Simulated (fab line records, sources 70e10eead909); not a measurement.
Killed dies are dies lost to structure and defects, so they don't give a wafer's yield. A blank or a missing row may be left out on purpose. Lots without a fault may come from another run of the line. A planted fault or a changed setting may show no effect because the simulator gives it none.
Chamber matching | flow nand_harc | NHARC_P_M2_PRE_CLEAN_32 on pecvd-01: 3 sister chambers
The step time 12 s. 3 wafers are shown with their chamber, then 8 later ones without.

WAFERS WITH THEIR CHAMBER
wafer  | chamber | heater_power_w (W)
L088.4 | 0       | 645
L088.5 | 1       | 678
L090.1 | 2       | 579

WAFERS WITHOUT THEIR CHAMBER
wafer  | heater_power_w (W)
L090.3 | 595
L090.6 | 613
L091.2 | 553
L091.3 | 697
L091.4 | 683
L093.1 | 689
L093.3 | 532
L093.4 | 716

WHICH CHAMBER EACH WENT THROUGH
wafer  | from the rows above          | in truth
L090.3 | can't be placed: 2 or 0      | 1
L090.6 | can't be placed: 0 or 2 or 1 | 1
L091.2 | 2                            | 2
L091.3 | can't be placed: 1 or 0      | 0
L091.4 | can't be placed: 1 or 0      | 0
L093.1 | can't be placed: 1 or 0      | 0
L093.3 | 2                            | 2
L093.4 | can't be placed: 1 or 0      | 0
Placed correctly: 2 of 8. Can't be placed from these rows: 6 (the true chamber is among the candidates in 5). Placed wrongly: 0.
How it was worked out, from the rows above alone: a wafer's distance from a chamber is the root of the sum, over the readings, of the square of ((its reading less the chamber's mean) divided by the reading's scatter). The wafer belongs to the nearest chamber; if the next one is less than 2 further off, it can't be placed. A chamber's mean is the mean of its shown wafers. The scatter: with one shown wafer a chamber, the root of the mean of the squares of how far each hidden wafer lies from its nearest shown one.
